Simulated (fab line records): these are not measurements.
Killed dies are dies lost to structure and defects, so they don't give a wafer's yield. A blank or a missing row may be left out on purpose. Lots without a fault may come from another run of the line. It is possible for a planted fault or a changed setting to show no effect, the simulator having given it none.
Chamber matching + flow nand_harc + 4 sister chambers for NHARC_A_CONTACT_DESCUM_74 on rie_diel-11
The step chemistry O2, time 3 s. 24 wafers are shown with their chamber, then 12 later ones without.

## WAFERS, EACH WITH ITS CHAMBER
| wafer  | chamber | showerhead_plenum_p_Torr (Torr) | drypump_motor_current_A (A) | rf_vpp_V (V) |
|--------|---------|---------------------------------|-----------------------------|--------------|
| L075.1 | 3       | 2.00                            | 5.0                         | 57.9         |
| L075.4 | 0       | 2.03                            | 5.4                         | 58.5         |
| L075.5 | 2       | 1.81                            | 5.8                         | 56.4         |
| L076.1 | 0       | 2.03                            | 5.4                         | 59.4         |
| L076.3 | 2       | 1.81                            | 5.8                         | 56.9         |
| L076.5 | 3       | 1.99                            | 5.1                         | 57.5         |
| L077.1 | 1       | 1.78                            | 6.1                         | 57.3         |
| L077.3 | 0       | 2.03                            | 5.4                         | 59.3         |
| L077.6 | 2       | 1.80                            | 5.8                         | 57.5         |
| L079.1 | 1       | 1.78                            | 6.1                         | 58.0         |
| L079.3 | 0       | 2.03                            | 5.4                         | 57.0         |
| L079.5 | 2       | 1.80                            | 5.8                         | 58.4         |
| L081.2 | 1       | 1.78                            | 6.0                         | 57.4         |
| L081.3 | 2       | 1.80                            | 5.8                         | 56.9         |
| L081.5 | 0       | 2.02                            | 5.4                         | 58.3         |
| L089.2 | 3       | 1.99                            | 5.0                         | 57.5         |
| L089.4 | 1       | 1.78                            | 6.1                         | 56.3         |
| L089.5 | 3       | 1.99                            | 5.1                         | 59.9         |
| L090.1 | 3       | 1.99                            | 5.1                         | 58.1         |
| L090.5 | 2       | 1.80                            | 5.8                         | 57.5         |
| L090.6 | 3       | 1.99                            | 5.0                         | 58.6         |
| L093.1 | 1       | 1.78                            | 6.1                         | 55.7         |
| L093.3 | 0       | 2.02                            | 5.4                         | 58.8         |
| L093.4 | 2       | 1.80                            | 5.8                         | 57.0         |

SIGNATURES (averages over the wafers above)
| reading                  | chamber 0 | chamber 1 | chamber 2 | chamber 3 | scatter within a chamber |
|--------------------------|-----------|-----------|-----------|-----------|--------------------------|
| showerhead_plenum_p_Torr | 2.0267    | 1.7800    | 1.8029    | 1.9917    | 0.00424                  |
| drypump_motor_current_A  | 5.400     | 6.080     | 5.800     | 5.050     | 0.0339                   |
| rf_vpp_V                 | 58.550    | 56.940    | 57.229    | 58.250    | 0.831                    |
Rule: for each reading, subtract the chamber's mean from the wafer's reading, divide by that reading's scatter and square the result; add these up over the readings and take the root, which gives the wafer's distance from the chamber. If the next closest chamber is less than 2 further off than the closest, the wafer can't be placed; otherwise it belongs to the closest. The scatter: the root of (the sum of the squares of (reading less its chamber's mean) over the shown wafers, divided by (wafers less chambers)).

## WAFERS WHOSE CHAMBER IS MISSING
| wafer  | showerhead_plenum_p_Torr (Torr) | drypump_motor_current_A (A) | rf_vpp_V (V) |
|--------|---------------------------------|-----------------------------|--------------|
| L095.3 | 1.80                            | 5.8                         | 58.4         |
| L095.4 | 1.78                            | 6.0                         | 57.9         |
| L095.5 | 1.80                            | 5.9                         | 57.8         |
| L096.1 | 2.02                            | 5.4                         | 58.4         |
| L096.4 | 1.79                            | 5.8                         | 58.5         |
| L096.5 | 1.98                            | 5.1                         | 58.4         |
| L097.1 | 1.79                            | 5.8                         | 59.4         |
| L097.2 | 1.77                            | 6.1                         | 56.6         |
| L097.3 | 1.98                            | 5.1                         | 59.7         |
| L097.4 | 2.02                            | 5.4                         | 57.5         |
| L097.5 | 2.02                            | 5.4                         | 57.8         |
| L097.6 | 1.98                            | 5.1                         | 58.3         |

## CHAMBER TAKEN BY EACH
| wafer  | from the rows above | in truth |
|--------|---------------------|----------|
| L095.3 | 2                   | 2        |
| L095.4 | 1                   | 1        |
| L095.5 | 2                   | 2        |
| L096.1 | 0                   | 0        |
| L096.4 | 2                   | 2        |
| L096.5 | 3                   | 3        |
| L097.1 | 2                   | 2        |
| L097.2 | 1                   | 1        |
| L097.3 | 3                   | 3        |
| L097.4 | 0                   | 0        |
| L097.5 | 0                   | 0        |
| L097.6 | 3                   | 3        |
Correctly placed: 12 of 12. Can't be placed from these rows: 0. Number placed wrongly: 0.
